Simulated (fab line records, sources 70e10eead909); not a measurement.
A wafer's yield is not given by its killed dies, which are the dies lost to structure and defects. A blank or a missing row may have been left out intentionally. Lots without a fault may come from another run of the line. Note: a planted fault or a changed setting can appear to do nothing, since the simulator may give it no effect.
The same fault as seen by 3 desks / flow nandHarc / numbers are kept per desk, each desk with only its own; the story behind them comes last

== THE DEFECT DESK ==
Counts from the inspections along the route, per lot, as means over the sampled wafers that have a number. Marked OUT: a lot whose mean sits more than 4 standard deviations from the usual mean, which makes it out of limits; the brackets give that distance.
Columns: A = rawDefectCount at NHARC_A_M1_INSPECT_11, usual 31
lot=L624; first seen here=day 17 15:17; A=15
lot=L627; first seen here=day 18 05:09; A=13
lot=L626; first seen here=day 18 06:04; A=23
lot=L629; first seen here=day 18 10:40; A=31
lot=L631; first seen here=day 19 02:34; A=15
lot=L628; first seen here=day 19 08:30; A=24
lot=L635; first seen here=day 20 05:59; A=39
lot=L638; first seen here=day 20 13:50; A=28
lot=L639; first seen here=day 21 13:04; A=29
lot=L641; first seen here=day 22 04:52; A=60
lot=L643; first seen here=day 22 05:50; A=504 (+34) OUT
lot=L647; first seen here=day 23 08:17; A=16
Finding of this desk: L643 out of limits; the first was L643 at day 22 05:50, on rawDefectCount at NHARC_A_M1_INSPECT_11. L624, L627, L626, L629, L631, L628, L635, L638, L639, L641, L647 stayed within limits.

== DESK OF THE TOOL OWNER: pecvd-03 ==
The tool's own readings at NHARC_A_M0_DEP_32 (deposits SiCN, target thk 30 nm): means of the sampled wafers that have a number, for each lot that ran on this tool. Marked OUT: a lot whose mean sits more than 4 standard deviations from the usual mean, which makes it out of limits; the brackets give that distance.
Columns: A = heaterPowerW at NHARC_A_M0_DEP_32, usual 517 W; B = rfFwdPowerW at NHARC_A_M0_DEP_32, usual 448.6 W
lot=L624; first seen here=day 17 13:56; A=470; B=449.3
lot=L629; first seen here=day 18 08:55; A=447; B=450.3
lot=L628; first seen here=day 19 07:20; A=487; B=448.0
lot=L635; first seen here=day 20 04:44; A=483; B=449.7
lot=L643; first seen here=day 22 04:35; A=420; B=449.3
This desk's verdict: no lot among the 5 shows anything out of limits.

== AT THE METROLOGY DESK ==
Lot by lot, what the gauges showed, no matter which tool ran the lot: averages of those sampled wafers that carry a number. Marked OUT: a lot whose mean sits more than 4 standard deviations from the usual mean, which makes it out of limits; the brackets give that distance.
Columns: A = cdNm at NHARC_A_M0_CD_MEAS_16, usual 80.6 nm; B = overlayXNm at NHARC_A_M1_OVL_MEAS_10, usual -0.2 nm; C = overlayYNm at NHARC_A_M1_OVL_MEAS_10, usual 0.1 nm
lot=L624; first seen here=day 17 11:38; A=80.7; B=1.0; C=-0.5
lot=L627; first seen here=day 18 01:37; A=81.3; B=0.1; C=1.2
lot=L626; first seen here=day 18 02:12; A=81.4; B=-0.4; C=0.8
lot=L629; first seen here=day 18 06:33; A=81.4; B=0.2; C=-0.2
lot=L631; first seen here=day 18 22:44; A=79.9; B=-0.5; C=0.2
lot=L628; first seen here=day 19 04:54; A=78.9; B=0.5; C=1.2
lot=L635; first seen here=day 20 02:22; A=81.1; B=-0.4; C=-0.3
lot=L638; first seen here=day 20 10:11; A=81.4; B=0.1; C=0.4
lot=L639; first seen here=day 21 09:29; A=80.6; B=-0.7; C=-0.9
lot=L641; first seen here=day 22 01:04; A=80.2; B=1.0; C=-0.4
lot=L643; first seen here=day 22 02:04; A=80.8; B=-1.0; C=-1.3
lot=L647; first seen here=day 23 03:11; A=79.8; B=-1.8; C=0.0
This desk's verdict: no lot among the 12 shows anything out of limits.

== BROUGHT TOGETHER ==
The defect desk could have raised an alarm at day 22 05:50, on L643.
Nothing out of limits was seen by the tool owner's desk.
From the metrology desk's view, nothing was out of limits.
Tool owner's desk: L643 on record, inside its limits.
The metrology desk has L643 on record, within its limits.
All the named lots went through NHARC_A_M0_DEP_32 on pecvd-03.

== WHAT THE SIMULATOR HAD PUT IN ==
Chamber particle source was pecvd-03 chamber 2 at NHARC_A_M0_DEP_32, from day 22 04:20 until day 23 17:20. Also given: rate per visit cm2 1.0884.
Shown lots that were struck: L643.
Hours from the fault's start to each desk's first reading out of limits: the defect desk, 2.
